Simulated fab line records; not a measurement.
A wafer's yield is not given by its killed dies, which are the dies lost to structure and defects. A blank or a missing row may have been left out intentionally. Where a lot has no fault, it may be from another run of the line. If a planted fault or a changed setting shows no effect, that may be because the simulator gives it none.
Split-lot study	flow n5_finfet	21 wafers read across 7 lots, on a route 1938 steps long

## SPLIT DETAILS
At N5_MOL_CONTACT_COAG_EXPOSE_37 (exposes mask VD, defocus 0 nm), the setting dose_mj was moved away from the recipe's 62 on 5 of the 21 wafers read, by -3.2% to +5.6%. The other wafers ran this setting at the recipe's value.

## FROM THE SPLIT TO THE READING: what the file shows between them, 8 steps
- N5_MOL_CONTACT_COAG_PEB_38: peb time 60 s
- N5_MOL_CONTACT_COAG_DEVELOP_39: develop time 30 s
- N5_MOL_CONTACT_COAG_CD_MEAS_40: target cd 25.1 nm
- N5_MOL_CONTACT_COAG_ALD_133: deposits SiO2, target thk 5 nm, pulse time 1 s, co reactant pulse time 1 s (also split here: temp_c)
- N5_MOL_CONTACT_COAG_ETCHBACK_134: etches SiO2 in CHF3, target depth 10 nm, time 6.7 s
- N5_MOL_CONTACT_COAG_ETCH_67: etches SOC in N2/H2, target depth 60 nm, overetch 21 nm, time 101.2 s
- N5_MOL_CONTACT_COAG_PRECLEAN_138: cleans in alkaline clean, time 60 s
- N5_MOL_CONTACT_COAG_SRD_139: time 30 s

## THE READING
cd_nm, in nm, at N5_MOL_CONTACT_COAG_CD_MEAS_101 (target cd 16 nm). Fault-free wafers of this fab line usually give 15.9 nm, standard deviation 0.33 nm.

wafer	tool, chamber at the split	dose_mj as run	against the recipe	cd_nm, nm	against lot-mates on the recipe
L074.1	euv_scanner-01, 0	64.56	+4.1%	17.0	+1.4
L074.4	euv_scanner-01, 0	62	recipe	15.6	-
L074.5	euv_scanner-01, 0	62	recipe	15.7	-
L078.3	euv_scanner-02, 0	62	recipe	15.9	-
L078.4	euv_scanner-02, 0	62	recipe	15.5	-
L078.6	euv_scanner-02, 0	62	recipe	15.6	-
L082.3	euv_scanner-02, 0	65.45	+5.6%	17.7	+1.8
L082.4	euv_scanner-02, 0	62	recipe	16.2	-
L082.5	euv_scanner-02, 0	62	recipe	15.6	-
L086.2	euv_scanner-02, 0	62	recipe	15.5	-
L086.4	euv_scanner-02, 0	62	recipe	15.5	-
L086.5	euv_scanner-02, 0	62	recipe	15.8	-
L087.4	euv_scanner-02, 0	62	recipe	16.4	-
L087.5	euv_scanner-02, 0	63.97	+3.2%	16.8	+0.8
L087.6	euv_scanner-02, 0	62	recipe	15.7	-
L093.1	euv_scanner-02, 0	62	recipe	16.6	-
L093.3	euv_scanner-02, 0	62	recipe	16.5	-
L093.5	euv_scanner-02, 0	62	recipe	15.9	-
L095.3	euv_scanner-01, 0	60	-3.2%	15.5	-0.9
L095.5	euv_scanner-01, 0	62	recipe	16.4	-
L095.6	euv_scanner-01, 0	60	-3.2%	15.1	-1.3

THE FIT
A straight line over all 21 wafers: cd_nm changes by +0.266 nm for each +1% of dose_mj; r = +0.83; the points scatter about the line by 0.37 nm.
The same after taking each lot's own level away (the mean of its wafers on the recipe; 21 wafers): +0.319 nm for each +1%; r = +0.94; scatter 0.23 nm.
According to that fit, moving dose_mj by its largest amount changes the reading by 1.8 nm.
From 15.60 to 16.40 nm: that is the span of the lots' own levels, equal to 2.4 times the standard deviation above.
Thus the slope moves with the lot-to-lot level: the two fits are different.
Check: with one of the wafers moved furthest among these (+5.6%) left out of the fit, the line predicts +1.73 nm for it against its lot-mates. It came out at +1.8 nm against them.

## OTHER SPLITS APPLIED TO THESE WAFERS
Before the reading, these wafers also passed through other splits. Each is held against what the fit with the lots' levels taken away leaves over:
other split on the same wafers	wafers away from the commonest value	r with cd_nm (lot level and that fit taken away)
N5_GATE_CUT_COAT_27 spin_rpm	7	-0.07
N5_MOL_CONTACT_COAG_ETCH_15 source_w	7	+0.30
N5_MOL_CONTACT_COAG_ETCH_110 source_w	8	-0.05
N5_MOL_CONTACT_COAG_ALD_133 temp_c	9	+0.12

## THE WHOLE CHAIN: every reading that the file lists as answering this split, in the file's order
step	what it does	reading	change (the file's fit)	r (the file's)
N5_MOL_CONTACT_COAG_CD_MEAS_40	target cd 25.1 nm	cd_nm	+0.194 nm for each +1% of the setting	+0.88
N5_MOL_CONTACT_COAG_CD_MEAS_101	target cd 16 nm	cd_nm	+0.31 nm for each +1% of the setting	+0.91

## FILE'S OWN FIT
cd_nm changes by +0.31 nm for each +1% of dose_mj, r = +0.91.
